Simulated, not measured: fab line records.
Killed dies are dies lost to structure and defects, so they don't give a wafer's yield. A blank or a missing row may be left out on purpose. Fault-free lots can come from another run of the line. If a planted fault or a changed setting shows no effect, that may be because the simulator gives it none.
Which of the tools did it? ; flow n5 finfet ; 30 wafers from 11 lots sampled at 2 of the route's 1938 steps

## WHAT EACH GAUGE READ, for each wafer
N5_BEOL_M5_INSPECT_13: inspects for defects (brightfield).
lot;measured;on;raw defect count
L380;day 8 18:23;defect inspect-01;564 571 582
L382;day 9 03:00;defect inspect-02;656 500 526
L383;day 9 03:26;defect inspect-01;413 562 495
L385;day 9 20:31;defect inspect-02;410 360 389
L388;day 10 19:01;defect inspect-01;377 427
L389;day 11 02:23;defect inspect-01;447 516
L394;day 11 18:40;defect inspect-02;370 324
L396;day 12 19:14;defect inspect-01;587 676 597
L400;day 13 10:08;defect inspect-02;422 332 515
L401;day 13 17:26;defect inspect-01;606 518 625
L402;day 13 23:13;defect inspect-01;564 429 630

## TOOL THAT RAN EACH LOT (tool first, then ch and the chambers of the sampled wafers, then the start)
lot;N5_BEOL_M4_CO_CAP_55
L380;cvd co-01 ch 0,1, day 8 15:17
L382;cvd co-01 ch 0,1,2, day 8 20:53
L383;cvd co-02 ch 0,1,2, day 8 22:59
L385;cvd co-02 ch 1,2, day 9 17:35
L388;cvd co-01 ch 0,1, day 10 16:00
L389;cvd co-01 ch 1,2, day 10 21:52
L394;cvd co-02 ch 1,2, day 11 15:28
L396;cvd co-01 ch 0,1,2, day 12 15:44
L400;cvd co-02 ch 1,2, day 13 05:49
L401;cvd co-02 ch 1,2, day 13 14:24
L402;cvd co-01 ch 0,1,2, day 13 18:57
- N5_BEOL_M4_CO_CAP_55: material Co, precursor CCTBA/H2, target thk 2 nm, time 102.1 s.

## THE ANSWER, worked out from the rows above alone
Rule: what is usual is taken from the lots themselves. Put in order of their means at a reading, lots are off if they are a third of the lots or fewer, leave a main group of 4 or more, and stand apart from it by a gap of 3 or more times the standard deviation of the main group's means; of several such gaps the widest counts. If all means in a main group match to the digits the tables above print for the reading, that group is not used. A lot without any number at a reading at which 4 lots or more have one is off too. The other lots that the step has rows for count as sound.
No lot is off on any of the readings shown, so nothing can be concluded from this.

## WHAT THE SIMULATOR HAD INSERTED
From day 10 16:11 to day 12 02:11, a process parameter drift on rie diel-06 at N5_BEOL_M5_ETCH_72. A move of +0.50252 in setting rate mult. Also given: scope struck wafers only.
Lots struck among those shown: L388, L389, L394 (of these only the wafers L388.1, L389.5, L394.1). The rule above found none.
